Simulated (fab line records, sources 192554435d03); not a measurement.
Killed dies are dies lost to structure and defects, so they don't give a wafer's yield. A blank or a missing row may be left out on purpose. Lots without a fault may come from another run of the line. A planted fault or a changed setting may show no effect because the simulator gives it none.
Chamber matching | flow n5_finfet | N5_SD_EPI_P_ETCH_37 on rie_diel-06: 4 sister chambers
The step etches SOC in N2/H2, overetch 108 nm, time 486 s. 14 wafers are shown with their chamber, then 7 later ones without.

WAFERS WITH THEIR CHAMBER
wafer  | chamber | showerhead_plenum_p_Torr (Torr) | throttle_valve_pct (%) | rf_vpp_V (V)
L074.1 | 0       | 2.61                            | 24.28                  | 239.6
L074.3 | 3       | 2.56                            | 23.81                  | 242.5
L074.5 | 0       | 2.61                            | 24.28                  | 241.9
L079.1 | 2       | 2.45                            | 23.84                  | 238.8
L079.2 | 0       | 2.61                            | 24.29                  | 240.1
L079.4 | 1       | 2.64                            | 24.22                  | 241.2
L083.1 | 0       | 2.60                            | 24.30                  | 242.9
L083.2 | 1       | 2.64                            | 24.22                  | 241.4
L083.5 | 3       | 2.55                            | 23.81                  | 239.5
L084.2 | 2       | 2.45                            | 23.84                  | 239.0
L084.4 | 3       | 2.55                            | 23.82                  | 239.6
L084.5 | 0       | 2.60                            | 24.31                  | 242.0
L090.1 | 0       | 2.60                            | 23.80                  | 241.9
L090.4 | 1       | 2.64                            | 24.23                  | 241.5

SIGNATURES (means of the wafers above)
reading                  | chamber 0 | chamber 1 | chamber 2 | chamber 3 | scatter within a chamber
showerhead_plenum_p_Torr | 2.6050    | 2.6400    | 2.4500    | 2.5533    | 0.00465
throttle_valve_pct       | 24.2100   | 24.2233   | 23.8400   | 23.8133   | 0.142
rf_vpp_V                 | 241.400   | 241.367   | 238.900   | 240.533   | 1.18
Rule: a wafer's distance from a chamber is the root of the sum, over the readings, of the square of ((its reading less the chamber's mean) divided by the reading's scatter). The wafer belongs to the nearest chamber; if the next one is less than 2 further off, it can't be placed. The scatter: the root of (the sum of the squares of (reading less its chamber's mean) over the shown wafers, divided by (wafers less chambers)).

WAFERS WITHOUT THEIR CHAMBER
wafer  | showerhead_plenum_p_Torr (Torr) | throttle_valve_pct (%) | rf_vpp_V (V)
L090.6 | 2.64                            | 24.23                  | 240.9
L097.1 | 2.54                            | 23.87                  | 240.6
L097.2 | 2.60                            | 23.81                  | 241.9
L097.3 | 2.44                            | 23.88                  | 239.7
L097.4 | 2.63                            | 24.24                  | 240.7
L097.5 | 2.60                            | 23.82                  | 241.6
L097.6 | 2.54                            | 23.85                  | 240.0

WHICH CHAMBER EACH WENT THROUGH
wafer  | from the rows above | in truth
L090.6 | 1                   | 1
L097.1 | 3                   | 3
L097.2 | 0                   | 0
L097.3 | 2                   | 2
L097.4 | 1                   | 1
L097.5 | 0                   | 0
L097.6 | 3                   | 3
Placed correctly: 7 of 7. Can't be placed from these rows: 0. Placed wrongly: 0.
